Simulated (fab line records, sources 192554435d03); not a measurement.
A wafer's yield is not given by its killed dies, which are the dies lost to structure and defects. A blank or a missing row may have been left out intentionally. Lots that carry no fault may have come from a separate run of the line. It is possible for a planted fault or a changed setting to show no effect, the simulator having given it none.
Which tool is to blame? + flow n5 finfet + 9 lots, 27 wafers sampled, at 5 steps of a route of 1938

WHAT EACH GAUGE READ, for each wafer
N5_BEOL_M0_SAQP_OVL_MEAS_15. Usual: M0_CORE_OVL -0.3 nm, standard deviation 0.77.
| lot  | measured     | on         | M0_CORE_OVL (nm) | flag |
|------|--------------|------------|------------------|------|
| L839 | day 5 17:43  | overlay-01 | -0.7 -0.9 -0.8   |      |
| L844 | day 6 23:08  | overlay-02 | -1.1 -1.8 -0.3   |      |
| L846 | day 7 10:02  | overlay-02 | 0.1 -1.6 0.3     |      |
| L849 | day 8 09:30  | overlay-01 | -0.3 -0.9 -0.3   |      |
| L850 | day 8 18:58  | overlay-02 | -1.1 -1.0 -0.6   |      |
| L854 | day 9 16:28  | overlay-02 | -1.5 -0.8 -0.7   |      |
| L856 | day 10 09:02 | overlay-02 | -0.5 -0.2 -0.7   |      |
| L858 | day 10 16:49 | overlay-02 | -0.1 -0.3 -0.3   |      |
| L861 | day 11 14:14 | overlay-02 | -0.7 -0.3 -0.8   |      |

N5_BEOL_M4_RC_MEAS_101. Usual: DIBL_N 35.9 mV/V, standard deviation 1.8; DIBL_P 36.2 mV/V, standard deviation 2; IOFF_N 0.16 nA/um, standard deviation 0.031; IOFF_P 0.22 nA/um, standard deviation 0.041; ION_N 676 uA/um, standard deviation 11; ION_P 465 uA/um, standard deviation 8.5; SS_N 71.4 mV/dec, standard deviation 0.64; SS_P 73.2 mV/dec, standard deviation 0.7; VT_N 250 mV, standard deviation 3.5; VT_P -250 mV, standard deviation 3.9.
| lot  | measured     | on        | DIBL_N (mV/V)  | DIBL_P (mV/V)  | IOFF_N (nA/um) | IOFF_P (nA/um) | ION_N (uA/um) | ION_P (uA/um) | SS_N (mV/dec)  | SS_P (mV/dec)  | VT_N (mV)   | VT_P (mV)      | flag |
|------|--------------|-----------|----------------|----------------|----------------|----------------|---------------|---------------|----------------|----------------|-------------|----------------|------|
| L839 | day 8 04:22  | prober-02 | 35.3 34.0 35.9 | 37.7 35.3 37.8 | 0.15 0.13 0.16 | 0.21 0.18 0.22 | 681 657 688   | 472 456 467   | 70.8 70.9 70.8 | 73.5 73.1 73.5 | 250 253 251 | -250 -252 -249 |      |
| L844 | day 9 11:10  | prober-02 | 36.7 38.2 37.1 | 36.8 39.8 37.2 | 0.15 0.19 0.15 | 0.18 0.24 0.20 | 670 684 666   | 456 464 458   | 70.9 71.9 70.8 | 73.6 73.7 73.7 | 252 248 251 | -256 -250 -253 |      |
| L846 | day 10 15:37 | prober-01 | 34.9 35.7 34.9 | 37.0 37.8 37.7 | 0.15 0.17 0.15 | 0.21 0.23 0.23 | 687 681 675   | 466 467 468   | 71.2 72.0 71.4 | 73.0 73.2 73.7 | 249 251 249 | -249 -249 -249 |      |
| L849 | day 11 02:14 | prober-01 | 36.9 35.8 37.7 | 35.8 34.5 36.8 | 0.16 0.14 0.17 | 0.21 0.19 0.23 | 675 665 680   | 461 453 463   | 72.6 71.9 71.8 | 73.1 73.6 73.5 | 249 251 249 | -250 -252 -247 |      |
| L850 | day 11 03:49 | prober-02 | 35.2 35.5 32.4 | 36.3 36.5 32.3 | 0.16 0.17 0.11 | 0.22 0.22 0.17 | 689 673 650   | 471 463 456   | 71.2 71.4 71.5 | 74.0 74.3 72.7 | 249 247 256 | -249 -249 -249 |      |
| L854 | day 12 02:34 | prober-01 | 37.0 35.4 36.2 | 35.9 35.0 35.4 | 0.19 0.14 0.16 | 0.23 0.20 0.21 | 682 678 671   | 465 468 462   | 72.1 72.1 72.0 | 72.8 72.6 73.4 | 244 251 250 | -248 -251 -251 |      |
| L856 | day 12 20:40 | prober-02 | 36.1 42.1 37.3 | 35.7 43.3 37.6 | 0.13 0.29 0.16 | 0.20 0.37 0.25 | 661 712 677   | 461 481 469   | 70.1 71.9 70.5 | 73.6 74.9 74.3 | 252 239 250 | -250 -239 -246 |      |
| L858 | day 13 04:31 | prober-01 | 36.6 37.2 38.2 | 37.1 37.5 39.3 | 0.16 0.16 0.21 | 0.25 0.26 0.30 | 684 673 702   | 476 470 484   | 71.8 71.3 71.5 | 72.6 73.7 73.6 | 248 251 244 | -247 -247 -246 |      |
| L861 | day 14 09:07 | prober-02 | 35.7 35.4 35.6 | 35.5 35.8 36.1 | 0.13 0.13 0.14 | 0.15 0.15 0.15 | 676 678 675   | 456 464 452   | 70.6 70.6 71.2 | 73.4 72.5 73.0 | 250 254 249 | -258 -259 -256 |      |

WHICH TOOL RAN EACH LOT (tool, then ch and the chambers of the sampled wafers, then the start)
| lot  | N5_MOL_CONTACT_COAG_ETCH_48        | N5_BEOL_M0_SAQP_PECVD_00        | N5_BEOL_M0_SAQP_COAT_82           |
|------|------------------------------------|---------------------------------|-----------------------------------|
| L839 | rie diel-03 ch 0,1,2, day 5 10:04  | pecvd-03 ch 0,2, day 5 15:27    | litho track-05 ch 0, day 5 17:19  |
| L844 | rie diel-02 ch 0,1,3, day 6 17:04  | pecvd-02 ch 0,1,2, day 6 21:29  | litho track-03 ch 0, day 6 22:44  |
| L846 | rie diel-03 ch 1,2,3, day 7 04:23  | pecvd-04 ch 0,1, day 7 08:56    | litho track-03 ch 0, day 7 09:38  |
| L849 | rie diel-02 ch 0,3, day 8 02:37    | pecvd-02 ch 0,1,2, day 8 07:02  | litho track-05 ch 0, day 8 09:13  |
| L850 | rie diel-03 ch 0,1,2, day 8 11:46  | pecvd-04 ch 1,2, day 8 16:11    | litho track-01 ch 0, day 8 18:41  |
| L854 | rie diel-05 ch 1,2, day 9 09:17    | pecvd-04 ch 0,1, day 9 14:47    | litho track-01 ch 0, day 9 16:11  |
| L856 | rie diel-03 ch 0,3, day 10 02:08   | pecvd-02 ch 0,2, day 10 06:36   | litho track-03 ch 0, day 10 08:38 |
| L858 | rie diel-03 ch 1,2,3, day 10 11:12 | pecvd-02 ch 0,1,2, day 10 15:37 | litho track-03 ch 0, day 10 16:25 |
| L861 | rie diel-05 ch 0,2,3, day 11 08:34 | pecvd-04 ch 0,1,2, day 11 12:58 | litho track-03 ch 0, day 11 13:58 |
- N5_MOL_CONTACT_COAG_ETCH_48: etches SiOC in C4F6/O2, target depth 15 nm, overetch 4.5 nm, time 17 s.
- N5_BEOL_M0_SAQP_PECVD_00: deposits SiCN from 3MS/NH3, target thk 8 nm, time 14 s.
- N5_BEOL_M0_SAQP_COAT_82: time 60 s, resist thk 30 nm.

WHAT THE TOOLS THEMSELVES READ (means of the sampled wafers that have a number; where no wafer has one, the mark that the record gives instead)
N5_MOL_CONTACT_COAG_ETCH_48. Usual: bias w 465.0 W, standard deviation 1.4; drypump motor current A 5.9 A, standard deviation 0.42; oes_f_703_au 0.75 a.u., standard deviation 0.066; oes product au 0.64 a.u., standard deviation 0.066; rf vpp V 1587 V, standard deviation 31; showerhead plenum p Torr 2.83 Torr, standard deviation 0.094; throttle valve pct 40.57 %, standard deviation 0.26.
| lot  | tool        | bias w (W) | drypump motor current A (A) | oes_f_703_au (a.u.) | oes product au (a.u.) | rf vpp V (V) | showerhead plenum p Torr (Torr) | throttle valve pct (%) | flag |
|------|-------------|------------|-----------------------------|---------------------|-----------------------|--------------|---------------------------------|------------------------|------|
| L839 | rie diel-03 | 465.5      | 6.1                         | 0.73                | 0.63                  | 1558         | 2.83                            | 40.58                  |      |
| L844 | rie diel-02 | 464.5      | 5.9                         | 0.78                | 0.66                  | 1595         | 2.79                            | 40.62                  |      |
| L846 | rie diel-03 | 464.7      | 5.9                         | 0.74                | 0.60                  | 1549         | 2.83                            | 40.56                  |      |
| L849 | rie diel-02 | 463.7      | 6.2                         | 0.79                | 0.66                  | 1589         | 2.67                            | 40.51                  |      |
| L850 | rie diel-03 | 464.9      | 6.0                         | 0.72                | 0.60                  | 1557         | 2.82                            | 40.60                  |      |
| L854 | rie diel-05 | 465.0      | 5.4                         | 0.82                | 0.67                  | 1617         | 2.83                            | 40.48                  |      |
| L856 | rie diel-03 | 464.1      | 6.1                         | 0.70                | 0.61                  | 1557         | 2.81                            | 40.17                  |      |
| L858 | rie diel-03 | 465.2      | 5.9                         | 0.83                | 0.71                  | 1549         | 2.82                            | 40.45                  |      |
| L861 | rie diel-05 | 466.4      | 5.9                         | 0.75                | 0.67                  | 1608         | 2.87                            | 40.64                  |      |

N5_BEOL_M0_SAQP_PECVD_00. Usual: showerhead plenum p Torr 3.667 Torr, standard deviation 0.012; throttle valve pct 9.0 %, standard deviation 0.44.
| lot  | tool     | showerhead plenum p Torr (Torr) | throttle valve pct (%) | flag |
|------|----------|---------------------------------|------------------------|------|
| L839 | pecvd-03 | 3.673                           | 9.4                    |      |
| L844 | pecvd-02 | 3.658                           | 9.2                    |      |
| L846 | pecvd-04 | 3.670                           | 9.1                    |      |
| L849 | pecvd-02 | 3.664                           | 9.2                    |      |
| L850 | pecvd-04 | 3.679                           | 9.3                    |      |
| L854 | pecvd-04 | 3.667                           | 8.8                    |      |
| L856 | pecvd-02 | 3.665                           | 9.2                    |      |
| L858 | pecvd-02 | 3.661                           | 9.2                    |      |
| L861 | pecvd-04 | 3.665                           | 8.9                    |      |

N5_BEOL_M0_SAQP_COAT_82. Usual: exhaust pa 44.9 Pa, standard deviation 0.86; spin speed rpm 1500.1 rpm, standard deviation 1.1.
| lot  | tool           | exhaust pa (Pa) | spin speed rpm (rpm) | flag |
|------|----------------|-----------------|----------------------|------|
| L839 | litho track-05 | 45.4            | 1499.0               |      |
| L844 | litho track-03 | 44.9            | 1427.4               | OFF  |
| L846 | litho track-03 | 44.6            | 1426.6               | OFF  |
| L849 | litho track-05 | 44.8            | 1500.0               |      |
| L850 | litho track-01 | 43.9            | 1500.2               |      |
| L854 | litho track-01 | 44.8            | 1499.6               |      |
| L856 | litho track-03 | 44.8            | 1499.8               |      |
| L858 | litho track-03 | 45.8            | 1499.5               |      |
| L861 | litho track-03 | 44.3            | 1500.1               |      |

THE ANSWER, worked out from the rows above alone
Rule: a lot counts as off when the mean over its wafers that have a number is more than 3 standard deviations away from the usual mean. A lot without any number at a reading at which 4 lots or more have one is off too. Where the step has rows for the other lots, those lots are counted as sound. The gauges are gone through in route order, then the tools' own readings, and for those a lot's mean is taken as printed above. At the first step where some lot is off, the reading lying furthest off is the one used; lots without a number count as furthest.
Off at N5_BEOL_M0_SAQP_COAT_82 (spin speed rpm): L844, L846.
A tool fits if, at that step or a process step before it, it ran every lot that is off, and no sound lot after the first of them. None of those tried fits.

WHAT HAD BEEN PUT IN BY THE SIMULATOR
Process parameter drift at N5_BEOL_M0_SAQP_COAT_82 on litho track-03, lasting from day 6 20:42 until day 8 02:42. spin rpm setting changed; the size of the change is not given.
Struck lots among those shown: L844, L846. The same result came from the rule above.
